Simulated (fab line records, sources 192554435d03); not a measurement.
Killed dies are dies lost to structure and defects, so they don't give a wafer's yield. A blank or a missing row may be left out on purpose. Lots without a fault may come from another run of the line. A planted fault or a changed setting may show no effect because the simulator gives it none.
fab line records | flow n5_finfet
record lots=11 wafers=28 last_day=17
route steps=1938 shown BEOL_M7@1266 PASSIVATION@1936
lots that met no fault: from a run of the same line without faults
start_h: hours from the record's first day to the start of the lot's first wafer shown | wait_h: hours since the lot's step before | " the same as in the row above | L1.1+2: a row that stands for several wafers | - no value, or no start given | * or withheld: withheld | < > ~ a bound
route shown NAME@n: a module of which the file shows steps, and the number in the route of the first | usual: mean/standard deviation of fault-free wafers | same: alike in all rows | chamber/n: place in a boat | sites: the reading at each site | _std_site: their standard deviation | _edge_site: outer sites' mean less inner sites' | radius_mm: how far each site lies from the wafer's centre | mask NAME#n: copy n | behind: the tool/chamber that last shaped the wafer | hold: why the lot was held/for how many hours/how that ended | device: the transistor (n, p or np) that didn't switch | end of line: the same wafers' tests at the end of the route | a step without rows: its recipe alone | killed: dies lost to structure and defects at the first sort, not the wafer's yield | map: a wafer's dies, x killed, . not, _ none there
set.NAME: the setting as run; set.NAME@STEP: as run at that earlier step | model.NAME: the simulator's own value behind a step, which no gauge read
steps of the route over a sample of lots; a table a step, a row a wafer
services: from which hour (start_h, from the record's first day; less than 0 if before it) a tool's chamber was out of use, for how many hours, and why
## steps
# step N5_BEOL_M7_PECVD_70
# recipe material=SiO2 target_thk_a=200 temp_c=400 precursor=TEOS/O2 pressure_torr=5.5 rf_w=450 teos_flow_sccm=53.8 gas=O2 flow_sccm=3000 time_s=22.7
# usual heater_power_outer_w=411/41 heater_power_w=690/58 showerhead_plenum_p_Torr=8.77/0.048 throttle_valve_pct=21.9/0.89
# columns lot.wafer tool chamber start_h wait_h heater_power_outer_w heater_power_w showerhead_plenum_p_Torr throttle_valve_pct
L192.3 pecvd-01 1 190.05 0.0 450 755 8.86 21.6
L192.4 " 2 " " 383 696 8.79 22.0
L192.5 " 0 " " 391 643 8.79 22.2
L193.1 pecvd-02 2 190.65 0.0 404 720 8.73 22.4
L193.2 " 1 " " 484 800 8.83 23.6
L193.3 " 0 " " 398 634 8.77 22.8
L194.3 pecvd-02 2 200.29 0.0 430 729 8.72 22.1
L194.4 " 2 " " 434 740 8.72 22.2
L194.5 " 1 " " 481 799 8.81 23.3
L197.2 pecvd-04 2 224.32 0.0 477 804 8.79 20.0
L197.3 " 0 " " 449 669 8.74 21.3
L197.4 " 2 " " 477 817 8.78 20.0
L198.1 pecvd-04 2 232.65 0.0 469 784 8.77 19.7
L198.6 " 0 " " 408 614 8.74 21.3
L199.3 pecvd-04 0 246.12 0.0 416 635 8.73 21.4
L199.4 " 0 " " 406 613 8.73 21.3
L200.2 pecvd-04 0 247.11 0.0 458 670 8.75 21.6
L200.3 " 2 " " 416 725 8.77 20.0
L200.6 " 2 " " 420 716 8.74 20.2
L203.4 pecvd-01 1 272.04 0.1 386 671 8.85 21.8
L203.6 " 0 " " 374 638 8.79 22.1
L211.2 pecvd-02 0 310.57 0.0 354 580 8.74 22.8
L211.3 " 2 " " 398 700 8.71 22.2
L211.4 " 2 " " 381 698 8.75 22.3
L212.4 pecvd-01 1 311.15 0.1 467 776 8.86 21.4
L212.6 " 2 " " 373 661 8.80 21.9
L210.4 pecvd-01 0 316.21 0.1 376 615 8.82 22.1
L210.5 " 2 " " 384 671 8.77 22.4
# step N5_BEOL_M7_VIA_ETCH_34
# recipe chemistry=C4F6/O2 target=SiCOH_lowk target_depth_a=1255 mask_material=SOC taper_deg=4 time_s=50.5 ion_energy_ev=250 pressure_mtorr=30 source_w=345 bias_w=185 Ar_flow_sccm=300 C4F6_flow_sccm=10 O2_flow_sccm=10
# usual drypump_motor_current_A=5.7/0.46 oes_ar_750_au=0.74/0.076 oes_o_777_au=0.74/0.081 oes_product_au=0.73/0.074 rf_vpp_V=671/17 showerhead_plenum_p_Torr=2.91/0.061 throttle_valve_pct=20.99/0.21
# columns lot.wafer tool chamber start_h wait_h drypump_motor_current_A oes_ar_750_au oes_o_777_au oes_product_au rf_hours_counter_h rf_vpp_V showerhead_plenum_p_Torr throttle_valve_pct
L192.3 rie_diel-05 0 195.87 0.0 5.3 0.77 0.78 0.76 160 667 2.96 20.70
L192.4 " 1 " " 5.1 0.71 0.70 0.70 195 676 2.96 21.14
L192.5 " 3 " " 6.1 0.70 0.71 0.67 - 685 2.85 21.22
L194.3 rie_diel-03 0 205.55 0.0 5.9 0.70 0.67 0.70 197 709 2.96 21.02
L194.4 " 3 " " 5.9 0.69 0.70 0.67 231 645 2.94 21.36
L194.5 " 3 " " 5.9 0.69 0.70 0.67 - 645 2.94 21.35
L193.1 rie_diel-05 1 205.72 0.0 5.1 0.71 0.69 0.69 198 676 2.96 21.14
L193.2 " 3 " " 6.0 0.70 0.70 0.67 231 685 2.85 21.23
L193.3 " 0 " " 5.3 0.77 0.78 0.76 163 665 2.96 20.68
L197.2 rie_diel-03 1 229.35 0.0 6.4 0.68 0.68 0.67 246 653 2.93 21.14
L197.3 " 3 " " 5.9 0.68 0.69 0.67 238 646 2.93 21.37
L197.4 " 0 " " 5.9 0.71 0.66 0.70 203 710 2.96 21.03
L198.1 rie_diel-06 0 241.07 0.0 5.7 0.68 0.69 0.69 215 688 2.89 20.57
L198.6 " 0 " " 5.7 0.68 0.69 0.70 - 688 2.89 20.56
L199.3 rie_diel-05 1 249.51 0.0 5.1 0.70 0.69 0.68 209 677 2.95 21.16
L199.4 " 2 " " 6.4 0.72 0.72 0.72 222 666 2.94 20.84
L200.2 rie_diel-05 0 250.57 0.0 5.3 0.76 0.77 0.75 174 665 2.95 20.72
L200.3 " 2 " " 6.3 0.72 0.73 0.71 222 665 2.94 20.84
L200.6 " 3 " " 6.0 0.69 0.69 0.66 - 685 2.84 21.24
L203.4 rie_diel-03 1 273.94 0.0 6.4 0.67 0.67 0.66 256 653 2.93 21.15
L203.6 " 3 " " 5.9 0.68 0.69 0.66 - 644 2.93 21.38
L211.2 rie_diel-05 3 314.00 0.0 6.0 0.96 0.97 0.95 8 684 2.84 20.89
L211.3 " 0 " " 5.3 0.74 0.75 0.73 195 664 2.94 20.75
L211.4 " 1 " " 5.1 0.69 0.68 0.67 224 676 2.95 21.20
L212.4 rie_diel-06 2 314.20 0.0 6.7 0.73 0.72 0.74 174 689 2.75 21.10
L212.6 " 1 " " 5.7 0.67 0.67 0.68 - 656 2.95 20.95
L210.4 rie_diel-03 2 320.21 0.0 5.7 0.73 0.77 0.73 - 641 2.86 21.20
L210.5 " 0 " " 5.9 0.68 0.65 0.67 - 708 2.94 21.09
# step N5_BEOL_M7_DEGAS_44
# recipe ambient=vacuum temp_c=250 time_s=60
# usual heater_power_w=331/36
# columns lot.wafer tool chamber start_h wait_h heater_power_w
L192.3 pvd_sputter-03 - 196.71 0.2 414
L192.4 " - " " 342
L192.5 " - " " 335
L194.3 pvd_sputter-02 - 206.32 0.2 324
L194.4 " - " " 346
L194.5 " - " " 337
L193.1 pvd_sputter-01 - 206.60 0.4 322
L193.2 " - " " 313
L193.3 " - " " 300
L197.2 pvd_sputter-02 - 230.48 0.5 333
L197.3 " - " " 355
L197.4 " - " " 320
L198.1 pvd_sputter-01 - 242.77 1.2 300
L198.6 " - " " 374
L199.3 pvd_sputter-02 - 250.47 0.4 313
L199.4 " - " " 346
L200.2 pvd_sputter-01 - 252.00 0.9 385
L200.3 " - " " 327
L200.6 " - " " 318
L203.4 pvd_sputter-03 - 274.72 0.1 340
L203.6 " - " " 327
L211.2 pvd_sputter-03 - 314.84 0.3 326
L211.3 " - " " 253
L211.4 " - " " 338
L212.4 pvd_sputter-03 - 315.08 0.2 406
L212.6 " - " " 330
L210.4 pvd_sputter-03 - 320.97 0.1 392
L210.5 " - " " 331
# step N5_BEOL_M7_CMP_52
# recipe stop_on=SiCOH_lowk t_overpolish_s=6.9 down_force_psi=1 platen_rpm=50 clearing_platen_down_force_psi=1.5 clearing_platen_rpm=50 post_cmp_clean=cu_alkaline target_thk_nm=80 clearing_platen_pad_velocity_m_s=0.99484 pad_velocity_m_s=0.99484
# usual barrier_field_endpoint_s=28.9/0.79 motor_current_A=6.2/0.83 overpolish_run_s=6.900/0.0097 pad_life_wafers=918/660
# columns lot.wafer tool chamber start_h wait_h barrier_field_endpoint_s motor_current_A overpolish_run_s pad_life_wafers
L192.3 cmp-01 3 198.18 0.2 29.1 8.1 6.895 1938
L192.4 " 2 " " 29.6 6.6 6.899 1941
L192.5 " 3 " " 29.0 8.0 6.902 -
L194.3 cmp-02 3 207.45 0.2 29.0 6.2 6.906 1566
L194.4 " 0 " " 29.3 6.5 6.903 1567
L194.5 " 3 " " 29.7 6.0 6.892 -
L193.2 cmp-01 2 207.79 0.2 28.4 7.1 6.901 2040
L193.1 " 3 " " 28.6 8.5 6.897 2041
L193.3 " 0 " " 27.9 6.4 6.899 2042
L197.2 cmp-02 2 231.82 0.2 29.0 4.8 6.903 1770
L197.4 " 0 " " 28.7 6.1 6.892 1772
L197.3 " 1 " " 30.1 6.6 6.905 1773
L198.1 cmp-01 0 244.17 0.4 29.5 6.2 6.899 183
L198.6 " 1 " " 29.7 6.2 6.884 -
L199.4 cmp-02 0 251.75 0.2 29.6 6.3 6.904 1837
L199.3 " 1 " " 30.1 6.6 6.905 1838
L200.3 cmp-04 2 253.33 0.2 28.3 5.6 6.902 1026
L200.2 " 1 " " 29.0 5.7 6.895 1029
L200.6 " 2 " " 29.4 5.3 6.897 -
L203.4 cmp-01 3 275.93 0.3 29.2 8.0 6.893 457
L203.6 " 2 " " 29.5 7.4 6.888 -
L211.2 cmp-02 3 316.10 0.2 27.4 6.1 6.885 336
L211.4 " 0 " " 29.2 6.3 6.901 337
L211.3 " 1 " " 29.3 6.5 6.905 338
L212.4 cmp-02 0 316.47 0.2 43.6 6.4 3.417 345
L212.6 " 1 " " 44.4 6.5 2.658 -
L210.4 cmp-02 3 324.15 0.5 45.0 6.5 2.091 446
L210.5 " 1 " " 28.9 6.6 6.892 -
# step N5_BEOL_M7_THK_MEAS_53
# recipe thk_meas_gauge=xrf reads=Cu_of_BEOL_M7_ECD_50
# usual M7_THK=79.9/2.7
# columns lot.wafer tool chamber start_h wait_h M7_THK[nm]
L192.3 film_metro-02 - 198.47 - 83.3
L192.4 " - " " 78.1
L192.5 " - " " 79.2
L194.3 film_metro-01 - 207.75 - 80.7
L194.4 " - " " 80.5
L194.5 " - " " 80.4
L193.1 film_metro-01 - 208.08 - 79.5
L193.2 " - " " 83.2
L193.3 " - " " 83.2
L197.2 film_metro-02 - 232.11 - 79.3
L197.3 " - " " 76.8
L197.4 " - " " 76.8
L198.1 film_metro-01 - 244.35 - 78.3
L198.6 " - " " 77.9
L199.3 film_metro-02 - 252.00 - 76.4
L199.4 " - " " 77.0
L200.2 film_metro-02 - 253.62 - 83.1
L200.3 " - " " 78.8
L200.6 " - " " 77.7
L203.4 film_metro-01 - 276.19 - 80.8
L203.6 " - " " 82.3
L211.2 film_metro-02 - 316.39 - 81.0
L211.3 " - " " 84.7
L211.4 " - " " 80.2
L212.4 film_metro-01 - 316.66 - 80.1
L212.6 " - " " 80.7
L210.4 film_metro-01 - 324.37 - 75.6
L210.5 " - " " 78.5
# step N5_PASSIVATION_PROBE_49
# usual defect_limited_yield=91.5/1.5 killed_at_M0_to_M3=32/10 killed_at_M4_up=13/4.9 killed_at_contacts=13/6.1 killed_at_front_end=38/11 killed_at_other=3/3.2 killed_dies=101/18 killed_open=66/13 killed_short=32/8.3 sort_bin_4_leakage=0.00/0.018 sort_bin_5_function=5.0/1 sort_bin_6_memory=3.2/0.74 sort_bin_8_speed=0.1/1.1 sort_n_pass=1078/22 sort_yield_pct=91.3/1.9
# same gross_dies=1180 killed_at_back_side=0
# columns lot.wafer tool chamber start_h wait_h defect_limited_yield[%] killed_at_M0_to_M3 killed_at_M4_up killed_at_contacts killed_at_front_end killed_at_other killed_dies killed_open killed_short sort_bin_4_leakage[%] sort_bin_5_function[%] sort_bin_6_memory[%] sort_bin_8_speed[%] sort_n_pass sort_yield_pct[%]
L212.6 prober-02 - 402.76 0.3 91.8 20 12 13 49 3 97 60 26 0 4.3 2.7 0 1083 91.8
# killed by level:class
L212.6 STI_FIN_REVEAL:geometric_particle:open=12 HKMG_FIN:area_etch=10 FIN_SAQP:geometric_particle:open=8 MOL_CONTACT_COAG:geometric_particle:open=8 BEOL_M3:geometric_particle:open=8 FIN_SAQP:geometric_particle:short=6 MOL_CONTACT_COAG:geometric_particle:short=5 BEOL_M0_SAQP:geometric_particle:open=4
## services
# columns tool chamber start_h hours kind
pecvd-04 - 170.44 0.4 repair
pvd_sputter-02 - 174.82 1.6 repair
rie_diel-06 - 182.23 2.8 pm
pecvd-04 - 190.11 0.7 repair
pecvd-04 2 206.38 3.8 repair
cmp-01 - 214.55 4.0 pm
pecvd-02 - 222.95 4.3 pm
cmp-04 - 232.99 0.6 repair
cmp-02 - 239.18 8.5 repair
rie_diel-03 - 242.73 14.6 pm
cmp-04 - 264.32 1.6 repair
pecvd-02 - 271.36 6.0 pm
cmp-04 - 273.48 12.2 repair
cmp-02 - 273.72 4.0 pm
rie_diel-05 1 282.09 17.6 repair
cmp-04 - 293.73 0.5 repair
rie_diel-05 2 299.70 4.2 repair
rie_diel-05 - 302.74 1.0 repair
pecvd-04 - 308.81 2.8 pm
pecvd-04 - 312.50 1.0 repair
cmp-04 - 314.30 9.5 repair
pecvd-01 - 318.70 1.5 repair
cmp-01 - 322.47 3.4 repair
cmp-04 - 323.82 4.4 pm
## key
first_sign step=N5_BEOL_M7_CMP_52 reading=overpolish_run_s direction=down sigmas=99+ usual=6.900 struck=2.722
effect step=N5_BEOL_M7_CMP_52 reading=barrier_field_endpoint_s direction=up sigmas=20 usual=28.9 struck=44.3
met_at N5_BEOL_M7_PECVD_70
struck_lots L210,L212
struck_wafers L210.4,L212.4,L212.6
baseline_loss step=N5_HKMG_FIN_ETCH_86 wafers=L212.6
not_acting_at N5_BEOL_M7_VIA_ETCH_34,N5_BEOL_M7_DEGAS_44,N5_BEOL_M7_THK_MEAS_53
onset_between 272.04 311.15
fault kind=process_parameter_drift tool=pecvd-01 chamber=- onset_h=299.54 steps=N5_BEOL_M7_PECVD_70 channel=time_s offset=* shape=step end_h=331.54 scope=struck_wafers_only acts_in=* stated=*
# baseline_loss: these wafers lose ten dies or more at that step, a loss of the line's own and not of a fault; the sort's usual values leave them out
